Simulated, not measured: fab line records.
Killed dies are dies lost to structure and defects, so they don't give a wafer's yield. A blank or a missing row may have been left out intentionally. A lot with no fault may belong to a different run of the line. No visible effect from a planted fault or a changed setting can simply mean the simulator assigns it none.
Chamber matching || flow n5-finfet || 4 sister chambers for N5_BEOL_M5_ETCH_75 on rie-diel-05
The step etches underlayer in N2/H2, target depth 6.5 nm, time 5.2 s. 7 wafers are shown with their chamber, then 7 later ones without.

## WAFERS, EACH WITH ITS CHAMBER
{"wafer": "L084.3", "chamber": 1, "drypump-motor-current-A (A)": 5.1, "showerhead-plenum-p-Torr (Torr)": 2.65}
{"wafer": "L084.6", "chamber": 3, "drypump-motor-current-A (A)": 6.0, "showerhead-plenum-p-Torr (Torr)": 2.51}
{"wafer": "L087.3", "chamber": 0, "drypump-motor-current-A (A)": 5.3, "showerhead-plenum-p-Torr (Torr)": 2.63}
{"wafer": "L087.4", "chamber": 3, "drypump-motor-current-A (A)": 6.0, "showerhead-plenum-p-Torr (Torr)": 2.51}
{"wafer": "L087.5", "chamber": 2, "drypump-motor-current-A (A)": 6.3, "showerhead-plenum-p-Torr (Torr)": 2.63}
{"wafer": "L092.1", "chamber": 2, "drypump-motor-current-A (A)": 6.4, "showerhead-plenum-p-Torr (Torr)": 2.63}
{"wafer": "L092.2", "chamber": 0, "drypump-motor-current-A (A)": 5.3, "showerhead-plenum-p-Torr (Torr)": 2.62}

## WAFERS WITH NO CHAMBER GIVEN
{"wafer": "L092.5", "drypump-motor-current-A (A)": 6.0, "showerhead-plenum-p-Torr (Torr)": 2.51}
{"wafer": "L095.1", "drypump-motor-current-A (A)": 5.3, "showerhead-plenum-p-Torr (Torr)": 2.62}
{"wafer": "L095.2", "drypump-motor-current-A (A)": 6.0, "showerhead-plenum-p-Torr (Torr)": 2.51}
{"wafer": "L095.3", "drypump-motor-current-A (A)": 6.4, "showerhead-plenum-p-Torr (Torr)": 2.63}
{"wafer": "L095.4", "drypump-motor-current-A (A)": 6.1, "showerhead-plenum-p-Torr (Torr)": 2.51}
{"wafer": "L095.5", "drypump-motor-current-A (A)": 5.3, "showerhead-plenum-p-Torr (Torr)": 2.62}
{"wafer": "L095.6", "drypump-motor-current-A (A)": 6.3, "showerhead-plenum-p-Torr (Torr)": 2.63}

## CHAMBER TAKEN BY EACH
{"wafer": "L092.5", "from the rows above": 3, "in truth": 3}
{"wafer": "L095.1", "from the rows above": 0, "in truth": 0}
{"wafer": "L095.2", "from the rows above": 3, "in truth": 3}
{"wafer": "L095.3", "from the rows above": 2, "in truth": 2}
{"wafer": "L095.4", "from the rows above": 3, "in truth": 3}
{"wafer": "L095.5", "from the rows above": 0, "in truth": 0}
{"wafer": "L095.6", "from the rows above": 2, "in truth": 2}
Placed correctly: 7 of 7. Number that these rows cannot place: 0. Number placed wrongly: 0.
How it was worked out, from the rows above alone: a wafer's distance from a chamber is the root of the sum, over the readings, of the square of ((its reading less the chamber's mean) divided by the reading's scatter). The wafer belongs to the nearest chamber; if the next one is less than 2 further off, it can't be placed. Each chamber's mean is taken over the wafers shown for it. The scatter: the root of (the sum of the squares of (reading less its chamber's mean) over the shown wafers, divided by (wafers less chambers)).
